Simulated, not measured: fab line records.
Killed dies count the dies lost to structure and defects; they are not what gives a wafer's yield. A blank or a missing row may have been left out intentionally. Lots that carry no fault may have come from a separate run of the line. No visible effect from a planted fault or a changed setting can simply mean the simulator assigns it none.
The tool behind it: which one? / flow n5 finfet / route of 1938 steps, sampled at 1 step: 23 lots, 69 wafers

## WHAT EACH GAUGE READ, for each wafer
N5_BEOL_M2_OVL_MEAS_29. Usual: V1_OVL 0.3 nm, standard deviation 0.66.
lot=L075; measured=day 7 03:40; on=overlay-02; V1_OVL (nm)=0.1 1.2 -0.5; flag=
lot=L076; measured=day 7 03:43; on=overlay-01; V1_OVL (nm)=-1.0 -0.8 -1.5; flag=
lot=L077; measured=day 7 04:41; on=overlay-01; V1_OVL (nm)=-0.8 -0.6 -0.2; flag=
lot=L078; measured=day 7 16:50; on=overlay-02; V1_OVL (nm)=1.1 0.5 1.0; flag=
lot=L079; measured=day 8 04:19; on=overlay-02; V1_OVL (nm)=0.2 0.2 0.7; flag=
lot=L080; measured=day 8 06:07; on=overlay-02; V1_OVL (nm)=0.9 0.6 0.5; flag=
lot=L081; measured=day 8 06:13; on=overlay-02; V1_OVL (nm)=0.6 0.2 -0.6; flag=
lot=L082; measured=day 8 19:25; on=overlay-01; V1_OVL (nm)=0.3 -0.7 -0.6; flag=
lot=L083; measured=day 8 22:46; on=overlay-01; V1_OVL (nm)=-0.1 -0.2 -0.3; flag=
lot=L084; measured=day 9 18:04; on=overlay-02; V1_OVL (nm)=1.0 1.5 0.8; flag=
lot=L085; measured=day 9 21:21; on=overlay-01; V1_OVL (nm)=-0.2 -1.0 -1.1; flag=
lot=L087; measured=day 10 02:14; on=overlay-02; V1_OVL (nm)=1.3 0.7 0.5; flag=
lot=L086; measured=day 10 05:38; on=overlay-01; V1_OVL (nm)=0.9 0.0 0.7; flag=
lot=L088; measured=day 10 05:58; on=overlay-02; V1_OVL (nm)=1.1 0.7 1.0; flag=
lot=L089; measured=day 10 11:37; on=overlay-02; V1_OVL (nm)=1.0 1.0 1.2; flag=
lot=L090; measured=day 10 12:38; on=overlay-02; V1_OVL (nm)=0.8 -0.4 -0.3; flag=
lot=L091; measured=day 11 05:25; on=overlay-01; V1_OVL (nm)=-0.3 0.3 0.4; flag=
lot=L092; measured=day 11 05:50; on=overlay-01; V1_OVL (nm)=0.9 -0.3 0.6; flag=
lot=L093; measured=day 11 12:19; on=overlay-02; V1_OVL (nm)=-1.3 -0.4 -0.5; flag=
lot=L095; measured=day 11 20:20; on=overlay-02; V1_OVL (nm)=0.2 0.8 1.7; flag=
lot=L094; measured=day 11 20:32; on=overlay-01; V1_OVL (nm)=1.7 1.0 0.1; flag=
lot=L096; measured=day 12 12:23; on=overlay-02; V1_OVL (nm)=1.1 0.4 0.7; flag=
lot=L097; measured=day 12 22:02; on=overlay-02; V1_OVL (nm)=0.0 0.8 -0.5; flag=

## TOOL THAT RAN EACH LOT (tool first, then ch and the chambers of the sampled wafers, then the start)
There is no process step in the record ahead of these readings.

## WHAT THE TOOLS THEMSELVES READ (means of the sampled wafers that have a number; where no wafer has one, the mark that the record gives instead)
The record holds no such reading with a usual standard deviation.

## THE ANSWER, worked out from the rows above alone
Rule: a lot counts as off when the mean over its wafers that have a number is more than 3 standard deviations away from the usual mean. A lot without any number at a reading at which 4 lots or more have one is off too. Any other lot the step has rows for is counted as sound. First the gauges in route order, then the tools' own readings, where a lot's mean is used as printed above. At the first step where some lot is off, the reading lying furthest off is the one used; lots without a number count as furthest.
No lot is off on any of the readings shown, so nothing can be concluded from this.

## WHAT THE SIMULATOR HAD INSERTED
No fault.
